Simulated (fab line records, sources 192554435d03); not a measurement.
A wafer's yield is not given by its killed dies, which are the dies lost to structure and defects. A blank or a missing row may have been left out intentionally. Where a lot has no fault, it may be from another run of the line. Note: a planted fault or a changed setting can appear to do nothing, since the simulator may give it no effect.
fab line records ; flow n5Finfet
record: lots: 4; wafers: 12; lastDay: 17
route steps=1938 shown PMOS_HMC_CHANNEL_EPI@62 FIN_SAQP@90 BEOL_M4@1111 PASSIVATION@1936
lots that met no fault: taken from a fault-free run of the same line
startH: start of the lot's first displayed wafer, in hours after the record's first day ; waitH: how many hours have passed since the lot's step before this one ; " same as the row above ; L1.1+2: a single row standing in for several wafers ; - no value, or no start was given ; * or withheld: withheld ; < > ~ a bound
route shown NAME@n: a module of which the file shows steps, and the number in the route of the first ; usual: mean/standard deviation of fault-free wafers ; same: alike in all rows ; chamber/n: place in a boat ; sites: the reading at each site ; _std_site: how widely they spread, as a standard deviation ; _edge_site: outer sites' mean less inner sites' ; radiusMm: for every site, how far away it sits from the centre of the wafer ; mask NAME#n: copy n ; behind: tool/chamber where the wafer was last shaped ; hold: why the lot went on hold/how many hours it stayed there/how the hold came to an end ; device: the n, p or np transistor that did not switch ; end of line: tests run on the same wafers once the route is complete ; a step given without rows: its recipe and nothing more ; killed: dies lost to structure and defects at the first sort, not the wafer's yield ; map: per-die view of a wafer (x killed, . not killed, _ where there is no die)
set.NAME: setting as actually run; set.NAME@STEP: the setting as run at that earlier step ; model.NAME: the simulator's own value behind a step, which no gauge read
lots at selected steps of the route; one table per step, one row per wafer
services: the hour from which a tool's chamber was out of use, counted from the record's first day as startH (under 0 if before that day), plus the number of hours and why
== steps ==
step: N5_PMOS_HMC_CHANNEL_EPI_EXPOSE_06
recipe: maskId: PMOS_HMC_BLK; na: 1.35; sourceShape: conventional; sigmaOuter: 0.8; polarization: unpolarized; targetCdNm: 240; doseMj: 41
step: N5_PMOS_HMC_CHANNEL_EPI_PEB_07
recipe: pebTempC: 110; pebTimeS: 60; resist: CAR-ArF-block
step: N5_PMOS_HMC_CHANNEL_EPI_DEVELOP_08
recipe: developTimeS: 30; developer: TMAH; resist: CAR-ArF-block; devTempC: 23; rinseLiquid: diw; dry: airSpin
step: N5_PMOS_HMC_CHANNEL_EPI_DESCUM_14
recipe: chemistry: O2; timeS: 7.9; sourcePowerW: 50; biasPowerW: 20; pressureMtorr: 20; rfFrequencyHz: 2.712e+07; tempC: 40; resist: CAR-ArF-block; o2FlowSccm: 225
step: N5_PMOS_HMC_CHANNEL_EPI_ETCH_32
recipe: chemistry: N2/H2; target: BARC; stopOn: SiO2; targetDepthA: 858; overEtchFrac: 0.3; timeS: 50.3; ionEnergyEv: 200; maskMaterial: CAR-ArF-block; pressureMtorr: 30; sourceW: 840; biasW: 150; n2FlowSccm: 200; h2FlowSccm: 200
step: N5_PMOS_HMC_CHANNEL_EPI_HM_OPEN_15
recipe: chemistry: CHF3/O2; target: SiO2; maskMaterial: CAR-ArF-block; targetDepthA: 406; CHF3_flow_sccm: 50; O2_flow_sccm: 5; Ar_flow_sccm: 200; timeS: 20.3; pressureMtorr: 30; sourceW: 650; biasW: 170; ionEnergyEv: 200
step: N5_PMOS_HMC_CHANNEL_EPI_STRIP_33
recipe: chemistry: N2/H2; powerW: 500; tempC: 40; pressureMtorr: 50; rfFrequencyHz: 6e+07; overashFraction: 0.3; biasPowerW: 8; h2Frac: 0.5; n2FlowSccm: 300; h2FlowSccm: 300
step: N5_PMOS_HMC_CHANNEL_EPI_STRIP_17
recipe: chemistry: SPM; timeS: 750; tempC: 130; h2so4H2o2VolRatio: 4; dry: ipaMarangoni
step: N5_PMOS_HMC_CHANNEL_EPI_ETCH_38
recipe: chemistry: CF4; target: SiO2; targetDepthA: 15; ionEnergyEv: 350; pressureMtorr: 10; icpW: 800; biasW: 400; cf4FlowSccm: 80
step: N5_PMOS_HMC_CHANNEL_EPI_FIN_RECESS_16
recipe: chemistry: HBr/Cl2; target: Si; maskMaterial: SiO2; targetDepthA: 540; timeS: 18; pressureMtorr: 10; icpW: 800; biasW: 75; HBr_flow_sccm: 150; Cl2_flow_sccm: 80
usual: drypumpMotorCurrentA: 5.9/0.56; oesProductAu: 1.005/0.019; throttleValvePct: 35.4/0.41
lot.wafer;tool;chamber;startH;waitH;drypumpMotorCurrentA;oesProductAu;rfHoursCounterH;throttleValvePct;model.etch.depthNm;model.PMOS_HMC_CHANNEL_EPI.featureDepthNm;model.SiO2_of_PMOS_HMC_CHANNEL_EPI_HM_DEP_34.thkNm
L888.1;rieSi-04;2;18.11;0.0;6.4;0.995;61;35.4;53.85;53.85;30.34
L888.3;rieSi-04;0;18.11;0.0;5.6;0.997;87;34.9;55;55;29.5
L888.4;rieSi-04;1;18.11;0.0;5.9;1.001;49;35.7;54.08;54.08;30.73
L906.1;rieSi-04;1;126.50;0.0;5.9;0.996;51;35.7;53.53;53.53;30.31
L906.3;rieSi-04;3;126.50;0.0;6.7;1.003;184;36.0;54.34;54.34;30.73
L906.6;rieSi-04;3;126.50;0.0;6.8;1.010;-;36.0;41;41;31.2
L908.1;rieSi-04;1;138.80;0.0;5.9;1.006;51;35.7;53.59;53.59;30.11
L908.2;rieSi-04;2;138.80;0.0;6.5;1.002;64;35.4;40.34;40.34;32.02
L908.4;rieSi-04;3;138.80;0.0;6.8;1.003;184;36.0;54.82;54.82;31.5
L911.1;rieSi-02;2;156.03;0.0;5.3;0.958;64;35.9;52.1;52.1;29.76
L911.2;rieSi-02;1;156.03;0.0;4.7;0.971;142;35.6;52.64;52.64;30.31
L911.6;rieSi-02;2;156.03;0.0;5.3;0.956;-;36.0;52.25;52.25;30.24
step: N5_PMOS_HMC_CHANNEL_EPI_PRECLEAN_36
recipe: chemistry: O3/DIW; timeS: 45; tempC: 22; o3Ppm: 10
step: N5_PMOS_HMC_CHANNEL_EPI_PRECLEAN_18
recipe: chemistry: DHF; timeS: 30; tempC: 25; dilution: withheld
lot.wafer;tool;chamber;startH;waitH;model.SiO2_of_PMOS_HMC_CHANNEL_EPI_HM_DEP_34.thkNm
L888.1;wetBench-02;2;18.22;0.0;24.8
L888.3;wetBench-02;4;18.22;0.0;23.95
L888.4;wetBench-02;6;18.22;0.0;25.14
L906.1;wetBench-05;6;126.61;0.0;24.78
L906.3;wetBench-05;0;126.61;0.0;25.17
L906.6;wetBench-05;4;126.61;0.0;25.63
L908.1;wetBench-03;6;138.91;0.0;24.6
L908.2;wetBench-03;4;138.91;0.0;26.49
L908.4;wetBench-03;3;138.91;0.0;25.97
L911.1;wetBench-03;5;156.14;0.0;24.18
L911.2;wetBench-03;6;156.14;0.0;24.7
L911.6;wetBench-03;0;156.14;0.0;24.62
step: N5_PMOS_HMC_CHANNEL_EPI_SRD_19
recipe: dry: ipaMarangoni; doPpb: 5; timeS: 30; tempC: 23; rinseLiquid: diw
step: N5_PMOS_HMC_CHANNEL_EPI_EPI_20
recipe: material: SiGe30; maskMaterial: SiO2; pressureTorr: 20; targetThkA: 590; tempC: 600
step: N5_PMOS_HMC_CHANNEL_EPI_HM_STRIP_35
recipe: chemistry: dHF; tempC: 25; material: SiO2; target: SiO2; targetDepthA: 396; timeS: 216
step: N5_PMOS_HMC_CHANNEL_EPI_SRD_39
recipe: dry: ipaMarangoni; timeS: 30; tempC: 23; rinseLiquid: diw
step: N5_PMOS_HMC_CHANNEL_EPI_CMP_21
recipe: material: SiGe30; postCmpClean: alkalineBrush; targetThkNm: 54
step: N5_PMOS_HMC_CHANNEL_EPI_THK_MEAS_22
recipe: reads: SiGe30_of_PMOS_HMC_CHANNEL_EPI_EPI_20
usual: HMC_CMP_THK: 54.1/0.97
lot.wafer;tool;chamber;startH;waitH;HMC_CMP_THK[nm]
L888.1;filmMetro-01;-;20.84;-;53.9
L888.3;filmMetro-01;-;20.84;-;54.9
L888.4;filmMetro-01;-;20.84;-;54.1
L906.1;filmMetro-01;-;128.32;-;53.6
L906.3;filmMetro-01;-;128.32;-;54.5
L906.6;filmMetro-01;-;128.32;-;41.1
L908.1;filmMetro-02;-;140.62;-;53.6
L908.2;filmMetro-02;-;140.62;-;40.4
L908.4;filmMetro-02;-;140.62;-;54.9
L911.1;filmMetro-01;-;157.84;-;52.1
L911.2;filmMetro-01;-;157.84;-;52.5
L911.6;filmMetro-01;-;157.84;-;52.2
step: N5_PMOS_HMC_CHANNEL_EPI_PRECLEAN_40
recipe: chemistry: DHF; timeS: 30; tempC: 25; dilution: withheld
step: N5_PMOS_HMC_CHANNEL_EPI_PRECLEAN_37
recipe: chemistry: O3/DIW; timeS: 45; tempC: 22; o3Ppm: 10
step: N5_PMOS_HMC_CHANNEL_EPI_PRECLEAN_24
recipe: chemistry: DHF; timeS: 30; tempC: 25; dilution: withheld
step: N5_PMOS_HMC_CHANNEL_EPI_SRD_25
recipe: dry: ipaMarangoni; doPpb: 5; timeS: 30; tempC: 23; rinseLiquid: diw
step: N5_PMOS_HMC_CHANNEL_EPI_EPI_26
recipe: material: Si; targetThkA: 38; tempC: 650; precursor: SiH4/H2; pressureTorr: 20; timeS: 22.7
step: N5_FIN_SAQP_PRECLEAN_42
recipe: chemistry: O3/DIW; timeS: 60; tempC: 22; o3Ppm: 10
step: N5_FIN_SAQP_PRECLEAN_00
recipe: chemistry: SC1; timeS: 60; tempC: 55; mix: 1:2:50
step: N5_FIN_SAQP_PRECLEAN_44
recipe: chemistry: SC2; timeS: 45; tempC: 35; mix: 1:1:50
step: N5_FIN_SAQP_SRD_01
recipe: dry: ipaMarangoni; timeS: 30; tempC: 23; rinseLiquid: diw
step: N5_FIN_SAQP_ALD_61
recipe: material: SiO2; targetThkA: 40; tempC: 300; aldPrecursorFamily: BDEAS; aldCoReactant: O2-plasma; pulseTimeS: 1; purgeTimeS: 2; coReactantPurgeTimeS: 2; aldCycles: 43; pressureTorr: 2
step: N5_FIN_SAQP_DENSIFY_62
recipe: tempC: 700; timeS: 60; ambient: N2; idleTempC: 600; rampUpCPerS: 150; rampDownCPerS: 60; coolToC: 600
step: N5_FIN_SAQP_HM_DEP_03
recipe: material: SiNx; targetThkA: 380; tempC: 400; precursor: SiH4/NH3/N2; pressureTorr: 1.5; rfW: 300; timeS: 33.6
step: N5_FIN_SAQP_PECVD_47
recipe: material: a-Si; targetThkA: 450; tempC: 400; precursor: SiH4/He; pressureTorr: 3; rfW: 100; timeS: 36.3
step: N5_FIN_SAQP_PECVD_48
recipe: material: SiNx; targetThkA: 250; tempC: 400; precursor: SiH4/NH3/N2; pressureTorr: 1.5; rfW: 300; timeS: 22.1
step: N5_FIN_SAQP_PECVD_06
recipe: material: a-Si; targetThkA: 600; tempC: 400; precursor: SiH4/He; pressureTorr: 3; rfW: 100; timeS: 48.1
step: N5_FIN_SAQP_HM_DEP_72
recipe: material: SiO2; targetThkA: 120; tempC: 400; precursor: SiH4/N2O; pressureTorr: 0.75; rfW: 275; timeS: 7.2
step: N5_FIN_SAQP_COAT_49
recipe: resist: SOC; tempC: 250; timeS: 60; spinRpm: 1500; resistThkNm: 100
step: N5_BEOL_M4_RC_MEAS_101
usual: CJ_P: 5.74/0.23; DIBL_N: 36.8/2.1; DIBL_P: 37.1/2.2; IOFF_N: 0.18/0.037; IOFF_P: 0.23/0.041; ION_N: 682/13; ION_P: 467/8.6; SS_N: 71.7/0.61; SS_P: 73.5/0.6; VT_N: 248/3.4; VT_P: -249/3.5
lot.wafer;tool;chamber;startH;waitH;CJ_P;DIBL_N[mV/V];DIBL_P[mV/V];IOFF_N[nA/um];IOFF_P[nA/um];ION_N[uA/um];ION_P[uA/um];SS_N[mV/dec];SS_P[mV/dec];VT_N[mV];VT_P[mV]
L888.1;prober-01;0;165.28;0.0;5.85;34.9;35.1;0.14;0.21;671;468;71.8;73.2;252;-247
L888.3;prober-01;0;165.28;0.0;5.59;35.6;35.9;0.15;0.23;690;480;72.0;73.0;247;-246
L888.4;prober-01;0;165.28;0.0;5.91;37.1;37.3;0.17;0.26;689;478;71.6;73.7;249;-244
L906.1;prober-02;0;272.56;0.0;5.84;34.5;34.5;0.13;0.18;668;460;72.1;72.7;251;-252
L906.3;prober-02;0;272.56;0.0;5.49;33.6;33.3;0.12;0.17;674;463;71.5;73.3;252;-254
L906.6;prober-02;0;272.56;0.0;6.51;33.9;33.6;0.13;0.16;682;419;70.9;72.6;251;-254
L908.1;prober-02;0;294.46;0.0;5.94;36.7;35.3;0.16;0.19;672;453;72.0;73.0;253;-251
L908.2;prober-02;0;294.46;0.0;6.55;34.5;34.7;0.14;0.16;665;414;70.5;73.1;250;-258
L908.4;prober-02;0;294.46;0.0;5.71;35.5;35.2;0.16;0.19;685;463;71.5;73.2;247;-251
L911.1;prober-01;0;306.53;0.0;6.03;37.8;37.7;0.18;0.24;668;465;72.1;73.9;248;-248
L911.2;prober-01;0;306.53;0.0;5.90;37.3;36.7;0.17;0.22;686;470;71.5;73.5;248;-250
L911.6;prober-01;0;306.53;0.0;5.98;36.2;34.8;0.14;0.19;666;461;71.0;73.1;252;-251
step: N5_PASSIVATION_PROBE_49
usual: defectLimitedYield: 91.0/1.4; killed_at_M0_to_M3: 35/10; killed_at_M4_up: 13/6; killedAtContacts: 13/6.4; killedAtFrontEnd: 42/12; killedAtOther: 3.2/2.4; killedDies: 107/17; killedOpen: 69/13; killedShort: 33/7.3; sort_bin_5_function: 5.3/0.92; sort_bin_6_memory: 3.3/0.66; sort_bin_8_speed: 0.00/0.035; sortNPass: 1073/17; sortYieldPct: 90.9/1.4
same: grossDies: 1180; killedAtBackSide: 0; sort_bin_4_leakage[%]: 0
lot.wafer;tool;chamber;startH;waitH;defectLimitedYield[%];killed_at_M0_to_M3;killed_at_M4_up;killedAtContacts;killedAtFrontEnd;killedAtOther;killedDies;killedOpen;killedShort;sort_bin_5_function[%];sort_bin_6_memory[%];sort_bin_8_speed[%];sortNPass;sortYieldPct[%]
L888.1;prober-02;-;265.16;0.0;91.4;34;12;4;50;1;101;71;27;4.7;3.6;0;1079;91.4
L888.3;prober-02;-;265.26;0.1;89.1;53;11;6;59;0;129;76;48;6.4;4.1;0;1051;89.1
L888.4;prober-02;-;265.31;0.2;92.0;28;11;8;47;0;94;56;30;3.7;3.5;0;1086;92.0
L906.1;prober-02;-;378.91;0.0;90.8;51;17;6;25;9;108;75;32;5.9;3.1;0;1072;90.8
L906.6;prober-02;-;379.16;0.3;92.4;39;6;11;32;2;90;55;32;4.4;2.9;78.56;163;13.8
L908.1;prober-01;-;398.27;0.0;90.3;40;12;14;47;2;115;68;42;5.6;3.6;0;1065;90.3
L908.2;prober-01;-;398.32;0.1;92.5;14;12;20;37;5;88;60;27;4.4;2.8;91.44;13;1.1
L911.1;prober-01;-;410.92;0.0;88.0;51;19;12;56;4;142;98;36;7.4;4.2;0;1038;88.0
L911.2;prober-01;-;410.97;0.1;90.4;35;11;17;49;1;113;77;31;4.5;4.7;0;1067;90.4
L911.6;prober-01;-;411.17;0.3;90.9;37;14;21;33;2;107;73;33;5.3;3.5;0;1073;90.9
killed by level:class
L888.1 FIN_SAQP:geometricParticle:open=9 STI_FIN_REVEAL:geometricParticle:open=9 BEOL_M2:geometricParticle:open=9 DUMMY_GATE:geometricParticle:open=8 BEOL_M4:geometricParticle:open=7 BEOL_M1:geometricParticle:open=6 BEOL_M0_SAQP:geometricParticle:short=5 BEOL_M0_SAQP:geometricParticle:open=5
L888.3 FIN_SAQP:geometricParticle:short=16 BEOL_M0_SAQP:geometricParticle:open=12 BEOL_M0_SAQP:geometricParticle:short=12 BEOL_M2:geometricParticle:open=12 FIN_SAQP:geometricParticle:open=11 GATE_CUT:geometricParticle:open=7 DUMMY_GATE:geometricParticle:open=6 BEOL_M0:geometricParticle:open=6
L888.4 FIN_SAQP:geometricParticle:short=10 BEOL_M0_SAQP:geometricParticle:open=9 GATE_CUT:geometricParticle:short=7 MOL_CONTACT_COAG:geometricParticle:open=7 FIN_SAQP:geometricParticle:open=6 DUMMY_GATE:geometricParticle:open=6 BEOL_M0_SAQP:geometricParticle:short=6 HKMG_FIN:areaEtch=5
L906.1 BEOL_M3:geometricParticle:open=13 BEOL_M0_SAQP:geometricParticle:short=11 BEOL_M2:geometricParticle:open=8 BEOL_M4:geometricParticle:open=8 BEOL_M0_SAQP:geometricParticle:open=7 STI_FIN_REVEAL:geometricParticle:open=6 FIN_SAQP:geometricParticle:open=5 MOL_CONTACT_COAG:geometricParticle:open=5
L906.6 BEOL_M0_SAQP:geometricParticle:short=14 MOL_CONTACT_COAG:geometricParticle:open=11 BEOL_M0_SAQP:geometricParticle:open=10 FIN_SAQP:geometricParticle:open=6 BEOL_M2:geometricParticle:open=5 FIN_SAQP:geometricParticle:short=4 BEOL_M1:geometricParticle:open=4 GATE_CUT:geometricParticle:short=3
L908.1 MOL_CONTACT_COAG:geometricParticle:open=12 BEOL_M1:geometricParticle:open=12 FIN_SAQP:geometricParticle:short=11 FIN_SAQP:geometricParticle:open=10 STI_FIN_REVEAL:geometricParticle:open=8 BEOL_M1:geometricParticle:short=6 BEOL_M2:geometricParticle:open=6 BEOL_M0_SAQP:geometricParticle:short=5
L908.2 MOL_CONTACT_COAG:geometricParticle:open=15 STI_FIN_REVEAL:geometricParticle:open=12 BEOL_M4:geometricParticle:open=9 STARTING-WAFER:geometricParticle:open=6 STI_FIN_REVEAL:geometricParticle:short=5 DUMMY_GATE:geometricParticle:short=5 MOL_CONTACT_COAG:geometricParticle:short=5 BEOL_M2:geometricParticle:open=4
L911.1 BEOL_M1:geometricParticle:open=18 FIN_SAQP:geometricParticle:open=12 STI_FIN_REVEAL:geometricParticle:open=11 MOL_CONTACT_COAG:geometricParticle:open=10 BEOL_M4:geometricParticle:open=10 BEOL_M0_SAQP:geometricParticle:open=7 FIN_SAQP:geometricParticle:short=6 BEOL_M2:geometricParticle:open=6
L911.2 MOL_CONTACT_COAG:geometricParticle:open=13 FIN_SAQP:geometricParticle:open=12 STI_FIN_REVEAL:geometricParticle:open=12 BEOL_M1:geometricParticle:open=10 BEOL_M0_SAQP:geometricParticle:open=9 DUMMY_GATE:geometricParticle:open=5 BEOL_M0_SAQP:geometricParticle:short=5 BEOL_M3:geometricParticle:open=5
L911.6 MOL_CONTACT_COAG:geometricParticle:open=18 BEOL_M1:geometricParticle:open=8 STI_FIN_REVEAL:geometricParticle:open=7 BEOL_M4:geometricParticle:open=7 BEOL_M0_SAQP:geometricParticle:short=7 BEOL_M2:geometricParticle:open=6 FIN_SAQP:geometricParticle:short=5 GATE_CUT:geometricParticle:short=5
map L906.1 (x killed, . not)
_________________............________________
______________.................._____________
___________..........x.............__________
__________................x........._________
________.x....x.x....................x_______
_______.........x......x...............______
______.x.................x...xx........._____
_____...................x.......x........____
____x....x...x.....x.....x................___
___...................x..............xx....__
___xx..x...x......x...........x........x...__
__..........x............x.....xx.....x....._
__.................x..x...........x....x...._
_..x.....x.............................xx.x..
_.......x................x...................
_.....x......x......x..x.........x...........
_......................xx..x.x....x.x..x.....
_..................x......................xx.
_.........................x....x.....x...x...
_.....x......x.x......x..............x.......
_.x...x........x.......x..x..................
__............x......x...xx.........x......._
__.........................x................_
___.........x......x.x........x............__
___...........................xx...........__
____..............x......x......x.x.......___
_____......x.x.....x........x............____
______..............x.....x............._____
_______.........x.............x........______
________.....x.............x.........._______
__________..x........x.........x...._________
___________.....x.....x..x.........__________
______________...............x.._____________
_________________.........x..________________
map L908.1 (x killed, . not)
_________________.....x.x....________________
______________x...........x....x_____________
___________.......x................__________
__________........x..x.........x...x_________
________..x..x.....x...............x.._______
_______.........x................x...x.______
______.................................._____
_____....x.......x...x....x..............____
____.............x.x.......xx......x......___
___..........................x.x...........__
___.......x....x..........x......x.........__
__.xx.........xx....x.x....x..........x....x_
__.................x....x...x..x............_
_.......x..x..........x......................
_.................................x..........
_x......................x........x..x........
_x.x......x...........................x......
_....x....................x.............x.x..
_..x............x........x..............x....
_.x..........x...............................
_............x.............x.............x...
__..............x..x......................x._
__.................x.x.x....x....x.........._
___.x..x.........x..........x........x.....__
___.........x.x......................x.....__
____.....x..x.....xx........x..........x..___
_____................x....x.....x......x.____
______..x..xx........x.x..x...........x._____
_______...x......x......x..............______
________.......................x.x..x._______
__________...xx.x.....x............._________
___________x.......................__________
______________.................._____________
_________________..........x.________________
== services ==
tool;chamber;startH;hours;kind
rieSi-02;1;21.22;3.4;repair
rieSi-04;-;31.53;0.3;repair
wetBench-03;-;33.47;1.9;pm
wetBench-05;-;52.70;2.8;repair
rieSi-04;3;60.01;4.9;repair
rieSi-04;0;83.01;2.3;repair
rieSi-02;-;106.70;0.2;repair
rieSi-04;1;146.28;10.1;repair
== key ==
firstSign: step: N5_PMOS_HMC_CHANNEL_EPI_THK_MEAS_22; reading: HMC_CMP_THK; direction: down; sigmas: 14; usual: 54.1; struck: 40.8
effect: step: N5_BEOL_M4_RC_MEAS_101; reading: ION_P; direction: down; sigmas: 5.9; usual: 467; struck: 417
effect: step: N5_BEOL_M4_RC_MEAS_101; reading: CJ_P; direction: up; sigmas: 3.4; usual: 5.74; struck: 6.53
effect: step: N5_PASSIVATION_PROBE_49; reading: sort_bin_8_speed; direction: up; sigmas: 99+; usual: 0.00; struck: 85.00
modelEffect: step: N5_PMOS_HMC_CHANNEL_EPI_FIN_RECESS_16; value: etch.depthNm; without: 54.09; struck: 40.67
modelEffect: step: N5_PMOS_HMC_CHANNEL_EPI_PRECLEAN_18; value: SiO2_of_PMOS_HMC_CHANNEL_EPI_HM_DEP_34.thkNm; without: 25.02; struck: 26.06
metAt N5_PMOS_HMC_CHANNEL_EPI_FIN_RECESS_16
struckWafers L906.6,L908.2
onsetBetween 18.11 126.50
fault: kind: processParameterDrift; tool: rieSi-04; chamber: -; onsetH: 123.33; steps: N5_PMOS_HMC_CHANNEL_EPI_FIN_RECESS_16; channel: timeS; offset: *; shape: step; endH: 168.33; scope: struckWafersOnly; actsIn: *; stated: *
